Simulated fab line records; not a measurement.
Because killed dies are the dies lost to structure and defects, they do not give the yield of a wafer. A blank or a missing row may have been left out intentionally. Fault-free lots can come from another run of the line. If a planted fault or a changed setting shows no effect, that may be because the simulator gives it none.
Chamber matching :: flow n5-finfet :: N5_BEOL_M1_DEP_57 on pecvd-02: 3 sister chambers
The step deposits SiCN from 3MS/NH3, target thk 8 nm, time 14 s. 3 wafers are shown with their chamber, then 8 later ones without.

WAFERS WITH THEIR CHAMBER
wafer: L083.1
chamber: 2
showerhead-plenum-p-Torr (Torr): 3.633

wafer: L083.6
chamber: 1
showerhead-plenum-p-Torr (Torr): 3.676

wafer: L092.1
chamber: 0
showerhead-plenum-p-Torr (Torr): 3.679

WAFERS WITH NO CHAMBER GIVEN
wafer: L092.3
showerhead-plenum-p-Torr (Torr): 3.684

wafer: L092.6
showerhead-plenum-p-Torr (Torr): 3.683

wafer: L093.3
showerhead-plenum-p-Torr (Torr): 3.622

wafer: L093.5
showerhead-plenum-p-Torr (Torr): 3.684

wafer: L093.6
showerhead-plenum-p-Torr (Torr): 3.635

wafer: L094.2
showerhead-plenum-p-Torr (Torr): 3.675

wafer: L094.3
showerhead-plenum-p-Torr (Torr): 3.630

wafer: L094.6
showerhead-plenum-p-Torr (Torr): 3.630

WHICH CHAMBER EACH WENT THROUGH
wafer: L092.3
from the rows above: can't be placed: 0 or 1
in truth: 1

wafer: L092.6
from the rows above: can't be placed: 0 or 1
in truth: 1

wafer: L093.3
from the rows above: 2
in truth: 2

wafer: L093.5
from the rows above: can't be placed: 0 or 1
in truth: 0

wafer: L093.6
from the rows above: 2
in truth: 2

wafer: L094.2
from the rows above: can't be placed: 1 or 0
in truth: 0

wafer: L094.3
from the rows above: 2
in truth: 2

wafer: L094.6
from the rows above: 2
in truth: 2
4 of 8 placed correctly. Cannot be placed on the basis of these rows: 4; the candidates contain the true chamber in 4. Number placed wrongly: 0.
How it was worked out, from the rows above alone: a wafer's distance from a chamber is the root of the sum, over the readings, of the square of ((its reading less the chamber's mean) divided by the reading's scatter). If the next closest chamber is less than 2 further off than the closest, the wafer can't be placed; otherwise it belongs to the closest. A chamber's mean is the mean of its shown wafers. The scatter: root of mean squared gap, hidden wafer to nearest shown wafer, with one shown wafer a chamber.
